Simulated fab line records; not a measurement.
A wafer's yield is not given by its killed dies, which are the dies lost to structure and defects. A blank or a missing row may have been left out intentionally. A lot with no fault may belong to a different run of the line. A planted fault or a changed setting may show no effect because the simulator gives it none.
Matching of chambers + flow n5-finfet + 4 sister chambers for N5_MOL_CONTACT_COAG_CMP_52 on cmp-01
The step polishes, stops on SiO2, t overpolish 1.5 s, target thk 66.5 nm. 8 wafers are shown with their chamber, then 8 later ones without.

== WAFERS WITH THEIR CHAMBER ==
| wafer  | chamber | motor-current-A (A) | time-to-endpoint-s (s) |
|--------|---------|---------------------|------------------------|
| L081.1 | 2       | 9.4                 | 13.4                   |
| L081.4 | 0       | 12.3                | 7.5                    |
| L085.5 | 0       | 12.2                | 8.2                    |
| L088.5 | 1       | 12.1                | 10.9                   |
| L090.3 | 1       | 11.6                | 10.4                   |
| L090.4 | 2       | 9.5                 | 15.7                   |
| L090.6 | 3       | 12.2                | 12.6                   |
| L091.2 | 3       | 11.8                | 11.0                   |

== WAFERS WITHOUT THEIR CHAMBER ==
| wafer  | motor-current-A (A) | time-to-endpoint-s (s) |
|--------|---------------------|------------------------|
| L091.3 | 9.3                 | 13.0                   |
| L091.5 | 12.1                | 11.3                   |
| L095.2 | 12.6                | 12.0                   |
| L095.5 | 11.6                | 12.5                   |
| L095.6 | 11.9                | 8.1                    |
| L097.2 | 12.1                | 12.9                   |
| L097.3 | 12.4                | 9.8                    |
| L097.6 | 11.6                | 9.9                    |

== WHICH CHAMBER EACH WENT THROUGH ==
| wafer  | from the rows above          | in truth |
|--------|------------------------------|----------|
| L091.3 | 2                            | 2        |
| L091.5 | can't be placed: 3 or 1      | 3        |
| L095.2 | can't be placed: 3 or 1 or 0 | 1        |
| L095.5 | can't be placed: 3 or 1      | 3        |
| L095.6 | can't be placed: 0 or 1      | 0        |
| L097.2 | can't be placed: 3 or 1      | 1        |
| L097.3 | can't be placed: 0 or 1 or 3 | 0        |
| L097.6 | can't be placed: 1 or 3      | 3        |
Correct placement for 1 of the 8. These rows do not allow placing 7 (true chamber among the candidates in 7). Wrongly placed: 0.
How it was worked out, from the rows above alone: a wafer's distance from a chamber is the root of the sum, over the readings, of the square of ((its reading less the chamber's mean) divided by the reading's scatter). The wafer belongs to the nearest chamber; if the next one is less than 2 further off, it can't be placed. A chamber's mean is the mean of its shown wafers. How the scatter is found: for the shown wafers, subtract from each reading the mean of its chamber, square and add these, divide the total by (wafers less chambers), then take the root.
